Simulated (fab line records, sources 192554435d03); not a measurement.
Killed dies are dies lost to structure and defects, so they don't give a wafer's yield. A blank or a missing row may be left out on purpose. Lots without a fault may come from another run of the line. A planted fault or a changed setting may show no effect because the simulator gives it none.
Which tool did it? | flow n5_finfet | 11 lots, 31 wafers sampled, at 5 steps of a route of 1938

WHAT THE GAUGES READ, wafer by wafer
N5_BEOL_M4_RC_MEAS_101. Usual: DIBL_N 35.9 mV/V, standard deviation 2.5; DIBL_P 36.0 mV/V, standard deviation 3; IOFF_N 0.16 nA/um, standard deviation 0.047; IOFF_P 0.21 nA/um, standard deviation 0.047; ION_N 671 uA/um, standard deviation 14; ION_P 460 uA/um, standard deviation 8.8; SS_N 71.5 mV/dec, standard deviation 0.73; SS_P 73.2 mV/dec, standard deviation 0.91; VT_N 250 mV, standard deviation 4.3; VT_P -251 mV, standard deviation 3.6.
lot  | measured     | on        | DIBL_N (mV/V)  | DIBL_P (mV/V)  | IOFF_N (nA/um) | IOFF_P (nA/um) | ION_N (uA/um) | ION_P (uA/um) | SS_N (mV/dec)  | SS_P (mV/dec)  | VT_N (mV)   | VT_P (mV)      | flag
L829 | day 7 18:34  | prober-02 | 34.8 37.7 34.1 | 34.4 37.2 33.6 | 0.14 0.20 0.14 | 0.19 0.22 0.17 | 662 679 653   | 453 465 444   | 71.0 72.4 70.5 | 73.3 73.2 72.7 | 250 245 249 | -254 -251 -256 |
L830 | day 7 22:47  | prober-01 | 35.4 32.2 35.9 | 36.4 32.9 37.2 | 0.15 0.11 0.16 | 0.18 0.16 0.20 | 667 653 682   | 451 451 467   | 71.5 70.5 71.4 | 73.3 72.3 73.0 | 253 252 250 | -254 -254 -254 |
L832 | day 8 15:19  | prober-01 | 36.9 33.8 35.2 | 36.9 32.7 33.2 | 0.17 0.12 0.14 | 0.21 0.16 0.17 | 670 657 665   | 456 446 455   | 71.9 71.5 71.5 | 72.8 71.5 73.1 | 250 254 251 | -249 -253 -254 |
L833 | day 8 17:10  | prober-02 | 37.0 35.6 33.9 | 37.4 35.8 33.4 | 0.17 0.15 0.11 | 0.22 0.20 0.16 | 679 682 653   | 462 463 451   | 72.2 72.4 71.4 | 73.4 72.9 72.3 | 250 249 256 | -252 -251 -253 |
L834 | day 8 19:20  | prober-01 | 39.6 32.6 40.8 | 39.0 29.5 38.8 | 0.24 0.10 0.28 | 0.26 0.13 0.26 | 707 654 684   | 475 447 460   | 71.7 69.6 72.6 | 74.3 71.7 74.4 | 241 256 243 | -249 -256 -248 |
L836 | day 9 14:58  | prober-02 | 35.2 32.0      | 34.8 32.5      | 0.16 0.12      | 0.17 0.14      | 677 660       | 453 452       | 71.7 70.7      | 72.9 72.5      | 250 252     | -256 -254      |
L838 | day 10 06:10 | prober-01 | 31.1 34.7      | 29.3 32.0      | 0.08 0.12      | 0.12 0.14      | 650 655       | 452 444       | 69.3 70.7      | 70.9 71.4      | 257 253     | -257 -253      |
L847 | day 12 10:28 | prober-02 | 39.7 38.5 34.5 | 41.2 39.9 35.4 | 0.27 0.25 0.15 | 0.32 0.29 0.23 | 703 690 681   | 470 471 467   | 73.1 72.2 71.6 | 74.6 75.1 73.0 | 241 244 248 | -245 -245 -249 |
L848 | day 12 16:28 | prober-01 | 36.5 38.0 37.2 | 36.7 36.8 38.1 | 0.16 0.18 0.17 | 0.22 0.21 0.25 | 681 690 676   | 465 461 468   | 70.9 71.8 72.1 | 73.4 73.0 73.2 | 250 250 250 | -249 -252 -249 |
L849 | day 12 19:54 | prober-01 | 34.3 35.8 37.4 | 34.8 37.5 40.5 | 0.13 0.15 0.21 | 0.19 0.22 0.29 | 667 654 692   | 460 457 473   | 71.5 71.7 72.7 | 73.0 73.7 74.5 | 253 251 243 | -252 -249 -244 |
L852 | day 13 12:32 | prober-01 | 35.2 39.7 33.6 | 33.5 39.0 33.2 | 0.12 0.20 0.11 | 0.16 0.25 0.16 | 668 673 664   | 458 457 462   | 71.1 73.0 70.8 | 73.0 74.5 72.2 | 254 249 253 | -252 -250 -254 |

WHICH TOOL RAN EACH LOT (tool, then ch and the chambers of the sampled wafers, then the start)
lot  | N5_BEOL_M3_DEGAS_44          | N5_BEOL_M3_PRE_CLEAN_45      | N5_BEOL_M3_CVD_47                | N5_BEOL_M3_SPUTTER_79
L829 | pvd_sputter-02, day 7 05:46  | pvd_sputter-02, day 7 05:48  | cvd_co-01 ch 0,1, day 7 06:24    | pvd_sputter-02, day 7 06:47
L830 | pvd_sputter-02, day 7 10:55  | pvd_sputter-02, day 7 10:57  | cvd_co-01 ch 0,1,2, day 7 11:34  | pvd_sputter-03, day 7 11:58
L832 | pvd_sputter-03, day 7 14:37  | pvd_sputter-03, day 7 14:40  | cvd_co-01 ch 1,2, day 7 16:44    | pvd_sputter-03, day 7 17:10
L833 | pvd_sputter-01, day 8 03:15  | pvd_sputter-01, day 8 03:17  | cvd_co-01 ch 0,1,2, day 8 03:46  | pvd_sputter-02, day 8 04:10
L834 | pvd_sputter-02, day 8 03:44  | pvd_sputter-02, day 8 03:47  | cvd_co-02 ch 0,1, day 8 04:35    | pvd_sputter-02, day 8 06:00
L836 | pvd_sputter-03, day 9 01:52  | pvd_sputter-03, day 9 01:55  | cvd_co-01 ch 0,1, day 9 02:29    | pvd_sputter-02, day 9 02:58
L838 | pvd_sputter-01, day 9 18:13  | pvd_sputter-01, day 9 18:15  | cvd_co-01 ch 1,2, day 9 18:36    | pvd_sputter-02, day 9 18:59
L847 | pvd_sputter-03, day 11 19:09 | pvd_sputter-03, day 11 19:11 | cvd_co-01 ch 0,1, day 11 19:40   | pvd_sputter-03, day 11 20:13
L848 | pvd_sputter-03, day 12 02:13 | pvd_sputter-03, day 12 02:16 | cvd_co-01 ch 0,1,2, day 12 04:10 | pvd_sputter-02, day 12 04:35
L849 | pvd_sputter-03, day 12 09:13 | pvd_sputter-03, day 12 09:15 | cvd_co-01 ch 0,1, day 12 09:36   | pvd_sputter-03, day 12 09:59
L852 | pvd_sputter-02, day 12 19:41 | pvd_sputter-02, day 12 19:43 | cvd_co-01 ch 0,2, day 12 20:22   | pvd_sputter-01, day 12 21:01
- N5_BEOL_M3_DEGAS_44: time 60 s.
- N5_BEOL_M3_PRE_CLEAN_45: time 30 s.
- N5_BEOL_M3_CVD_47: deposits Co from CCTBA/H2, target thk 3 nm, time 223.8 s.
- N5_BEOL_M3_SPUTTER_79: material Cu, target thk 4.5 nm, time 8.29 s.

WHAT THE TOOLS THEMSELVES READ (means of the sampled wafers that have a number; where no wafer has one, the mark that the record gives instead)
N5_BEOL_M3_DEGAS_44. Usual: heater_power_w 331 W, standard deviation 16.
lot  | tool           | heater_power_w (W) | flag
L829 | pvd_sputter-02 | 330                |
L830 | pvd_sputter-02 | 340                |
L832 | pvd_sputter-03 | 352                |
L833 | pvd_sputter-01 | 336                |
L834 | pvd_sputter-02 | 325                |
L836 | pvd_sputter-03 | 334                |
L838 | pvd_sputter-01 | 324                |
L847 | pvd_sputter-03 | 335                |
L848 | pvd_sputter-03 | 331                |
L849 | pvd_sputter-03 | 335                |
L852 | pvd_sputter-02 | 336                |

N5_BEOL_M3_PRE_CLEAN_45. Usual: heater_power_w 331 W, standard deviation 16.
lot  | tool           | heater_power_w (W) | flag
L829 | pvd_sputter-02 | 325                |
L830 | pvd_sputter-02 | 334                |
L832 | pvd_sputter-03 | 347                |
L833 | pvd_sputter-01 | 337                |
L834 | pvd_sputter-02 | 325                |
L836 | pvd_sputter-03 | 330                |
L838 | pvd_sputter-01 | 318                |
L847 | pvd_sputter-03 | 334                |
L848 | pvd_sputter-03 | 332                |
L849 | pvd_sputter-03 | 336                |
L852 | pvd_sputter-02 | 339                |

N5_BEOL_M3_CVD_47. Usual: run_length_s 246.8 s, standard deviation 0.54.
lot  | tool      | run_length_s (s) | flag
L829 | cvd_co-01 | 246.8            |
L830 | cvd_co-01 | 246.7            |
L832 | cvd_co-01 | 247.1            |
L833 | cvd_co-01 | 247.0            |
L834 | cvd_co-02 | 246.5            |
L836 | cvd_co-01 | 189.8            | OFF
L838 | cvd_co-01 | 189.8            | OFF
L847 | cvd_co-01 | 247.3            |
L848 | cvd_co-01 | 246.9            |
L849 | cvd_co-01 | 246.8            |
L852 | cvd_co-01 | 246.7            |

N5_BEOL_M3_SPUTTER_79. Usual: chuck_sensor_temp_C -16.0 C, standard deviation 0.52; throttle_valve_pct 29.8 %, standard deviation 0.76.
lot  | tool           | chuck_sensor_temp_C (C) | throttle_valve_pct (%) | flag
L829 | pvd_sputter-02 | -16.3                   | 29.4                   |
L830 | pvd_sputter-03 | -16.1                   | 30.6                   |
L832 | pvd_sputter-03 | -15.9                   | 30.9                   |
L833 | pvd_sputter-02 | -16.2                   | 29.2                   |
L834 | pvd_sputter-02 | -16.0                   | 29.6                   |
L836 | pvd_sputter-02 | -15.8                   | 29.9                   |
L838 | pvd_sputter-02 | -16.0                   | 29.6                   |
L847 | pvd_sputter-03 | -16.0                   | 30.6                   |
L848 | pvd_sputter-02 | -15.5                   | 30.0                   |
L849 | pvd_sputter-03 | -16.2                   | 30.2                   |
L852 | pvd_sputter-01 | -15.7                   | 29.7                   |

THE ANSWER, worked out from the rows above alone
Rule: a lot is off if the mean of its wafers that have a number lies more than 3 standard deviations from the usual mean. A lot without any number at a reading at which 4 lots or more have one is off too. The other lots that the step has rows for count as sound. The gauges are gone through in route order, then the tools' own readings, and for those a lot's mean is taken as printed above. The first step at which some lot is off is used, and at that step the reading that is off furthest; a lot without a number counts as furthest.
Off: L836, L838, at N5_BEOL_M3_CVD_47 (run_length_s).
A tool fits if, at that step or a process step before it, it ran every lot that is off, and no sound lot after the first of them. None of those tried fits.

WHAT THE SIMULATOR HAD PUT IN
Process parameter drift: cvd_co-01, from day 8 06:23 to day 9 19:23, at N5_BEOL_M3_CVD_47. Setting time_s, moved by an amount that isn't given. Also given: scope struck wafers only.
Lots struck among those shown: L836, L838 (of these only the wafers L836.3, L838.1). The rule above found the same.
